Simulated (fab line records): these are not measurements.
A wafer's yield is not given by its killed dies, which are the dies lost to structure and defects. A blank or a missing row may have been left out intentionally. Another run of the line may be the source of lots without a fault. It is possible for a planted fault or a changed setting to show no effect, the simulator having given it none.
Matching of chambers :: flow n5 finfet :: 4 sister chambers for N5_BEOL_M13_ETCH_38 on rie diel-05
The step etches SiCN in CF4/N2, target depth 67.5 nm, time 71.9 s. 8 wafers are shown with their chamber, then 8 later ones without.

WAFERS, EACH WITH ITS CHAMBER
wafer: L078.3
chamber: 3
drypump motor current A (A): 5.74
throttle valve pct (%): 15.16

wafer: L083.5
chamber: 1
drypump motor current A (A): 5.19
throttle valve pct (%): 15.78

wafer: L088.1
chamber: 0
drypump motor current A (A): 5.83
throttle valve pct (%): 15.67

wafer: L088.2
chamber: 3
drypump motor current A (A): 5.76
throttle valve pct (%): 15.21

wafer: L091.1
chamber: 2
drypump motor current A (A): 5.65
throttle valve pct (%): 15.42

wafer: L091.3
chamber: 1
drypump motor current A (A): 5.18
throttle valve pct (%): 15.82

wafer: L091.6
chamber: 0
drypump motor current A (A): 5.82
throttle valve pct (%): 15.67

wafer: L089.1
chamber: 2
drypump motor current A (A): 5.63
throttle valve pct (%): 15.43

WAFERS WHOSE CHAMBER IS MISSING
wafer: L089.3
drypump motor current A (A): 5.75
throttle valve pct (%): 15.67

wafer: L089.5
drypump motor current A (A): 5.78
throttle valve pct (%): 15.67

wafer: L093.1
drypump motor current A (A): 5.75
throttle valve pct (%): 15.24

wafer: L093.3
drypump motor current A (A): 5.80
throttle valve pct (%): 15.69

wafer: L093.5
drypump motor current A (A): 5.74
throttle valve pct (%): 15.22

wafer: L096.3
drypump motor current A (A): 5.78
throttle valve pct (%): 15.25

wafer: L096.5
drypump motor current A (A): 5.16
throttle valve pct (%): 15.86

wafer: L096.6
drypump motor current A (A): 5.77
throttle valve pct (%): 15.26

THE CHAMBER EACH PASSED THROUGH
wafer: L089.3
from the rows above: 0
in truth: 0

wafer: L089.5
from the rows above: 0
in truth: 0

wafer: L093.1
from the rows above: 3
in truth: 3

wafer: L093.3
from the rows above: 0
in truth: 0

wafer: L093.5
from the rows above: 3
in truth: 3

wafer: L096.3
from the rows above: 3
in truth: 3

wafer: L096.5
from the rows above: 1
in truth: 1

wafer: L096.6
from the rows above: 3
in truth: 3
Correctly placed: 8 of 8. Not placeable from these rows: 0. Number placed wrongly: 0.
How it was worked out, from the rows above alone: a wafer's distance from a chamber is the root of the sum, over the readings, of the square of ((its reading less the chamber's mean) divided by the reading's scatter). The wafer belongs to the nearest chamber; if the next one is less than 2 further off, it can't be placed. Each chamber's mean is taken over the wafers shown for it. The scatter: take each reading less its chamber's mean, square it, sum over the shown wafers, divide by the number of wafers less the number of chambers, and take the root.
